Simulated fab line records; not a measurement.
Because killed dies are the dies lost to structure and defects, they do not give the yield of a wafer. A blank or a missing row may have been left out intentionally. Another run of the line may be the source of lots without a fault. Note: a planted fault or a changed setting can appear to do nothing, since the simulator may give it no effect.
What tool caused it?	flow n5-finfet	36 wafers from 12 lots sampled at 2 of the route's 1938 steps

== WHAT THE GAUGES SHOWED, per wafer ==
N5_BEOL_M11_OVL_MEAS_12.
lot	measured	on	M11_OVL (nm)
L075	day 10 09:42	overlay-02	1.1 0.6 -0.7
L078	day 10 15:34	overlay-02	0.5 -1.4 -0.3
L079	day 11 14:19	overlay-02	0.5 -0.2 0.6
L083	day 12 12:31	overlay-02	0.6 0.8 1.4
L081	day 12 17:47	overlay-02	1.5 0.8 0.9
L087	day 12 18:23	overlay-01	0.7 0.1 -0.5
L086	day 12 21:39	overlay-01	-0.1 -0.9 -1.8
L089	day 14 06:43	overlay-02	0.1 1.6 0.1
L091	day 14 19:01	overlay-01	-0.4 0.1 -0.7
L093	day 15 04:45	overlay-01	0.8 0.0 1.9
L094	day 15 15:56	overlay-02	0.7 0.9 0.9
L096	day 16 17:26	overlay-02	0.7 0.6 0.6

== EACH LOT AND THE TOOL THAT RAN IT (in order: tool; ch and the chambers of the sampled wafers; start) ==
lot	N5_BEOL_M10_ETCH_62
L075	rie-diel-06 ch 0,2, day 10 02:23
L078	rie-diel-06 ch 0,1,3, day 10 08:14
L079	rie-diel-02 ch 0,1,2, day 11 07:01
L083	rie-diel-06 ch 0,3, day 12 06:26
L081	rie-diel-02 ch 1,2,3, day 12 06:44
L087	rie-diel-02 ch 1,3, day 12 09:48
L086	rie-diel-02 ch 0,2,3, day 12 13:20
L089	rie-diel-06 ch 0,1, day 13 22:47
L091	rie-diel-06 ch 0,1,3, day 14 11:28
L093	rie-diel-06 ch 0,2,3, day 14 18:16
L094	rie-diel-06 ch 0,1, day 15 08:04
L096	rie-diel-06 ch 0,1, day 16 09:50
- N5_BEOL_M10_ETCH_62: etches SOC in N2/H2, target depth 110 nm, overetch 22 nm, time 165 s.

== THE ANSWER, worked out from the rows above alone ==
Rule: what is usual is taken from the lots themselves. The widest of any qualifying gaps counts: lots, ordered by their means at a reading, are off when they make up no more than a third of the lots, leave a main group of 4 or more, and stand apart from it by 3 or more times the standard deviation of that group's means. A main group is skipped when, at the precision printed for the reading in the tables above, its means are all equal. Also off: a lot with no number at a reading for which 4 or more lots have one. The other lots that the step has rows for count as sound.
No lot is off on any of the readings shown, so nothing can be concluded from this.

== WHAT HAD BEEN PUT IN BY THE SIMULATOR ==
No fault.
